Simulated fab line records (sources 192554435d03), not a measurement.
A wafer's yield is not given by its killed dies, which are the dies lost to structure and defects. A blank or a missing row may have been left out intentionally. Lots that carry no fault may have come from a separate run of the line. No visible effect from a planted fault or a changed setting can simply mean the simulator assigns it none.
Chamber matching	flow n5 finfet	4 sister chambers for N5_BEOL_M11_DESCUM_16 on rie diel-04
The step chemistry O2, time 7.9 s. 8 wafers are shown with their chamber, then 12 later ones without.

== WAFERS PAIRED WITH THEIR CHAMBERS ==
wafer	chamber	drypump motor current A (A)	throttle valve pct (%)
L079.4	2	4.8	20.43
L080.3	0	5.3	20.30
L087.1	3	6.4	20.58
L087.2	1	5.7	20.60
L087.4	2	4.7	19.97
L088.1	3	6.4	20.59
L088.3	0	5.3	20.33
L088.5	1	5.6	20.61

== WAFERS WITHOUT THEIR CHAMBER ==
wafer	drypump motor current A (A)	throttle valve pct (%)
L091.2	5.6	20.63
L091.3	5.3	20.35
L091.4	6.4	20.61
L089.2	6.4	20.60
L089.3	4.7	20.00
L089.6	5.7	20.62
L096.1	4.8	19.99
L096.3	6.4	20.61
L096.5	6.4	20.60
L094.2	6.4	20.60
L094.3	5.3	20.34
L094.5	6.4	20.61

== EACH ONE'S CHAMBER ==
wafer	from the rows above	in truth
L091.2	1	1
L091.3	0	0
L091.4	3	3
L089.2	3	3
L089.3	2	2
L089.6	1	1
L096.1	2	2
L096.3	3	3
L096.5	3	3
L094.2	3	3
L094.3	0	0
L094.5	3	3
Correct placement for 12 of the 12. Left unplaced by these rows: 0. Placed wrongly: 0.
How it was worked out, from the rows above alone: a wafer's distance from a chamber is the root of the sum, over the readings, of the square of ((its reading less the chamber's mean) divided by the reading's scatter). If the next closest chamber is less than 2 further off than the closest, the wafer can't be placed; otherwise it belongs to the closest. A chamber's mean is the mean of its shown wafers. The scatter: the root of (the sum of the squares of (reading less its chamber's mean) over the shown wafers, divided by (wafers less chambers)).
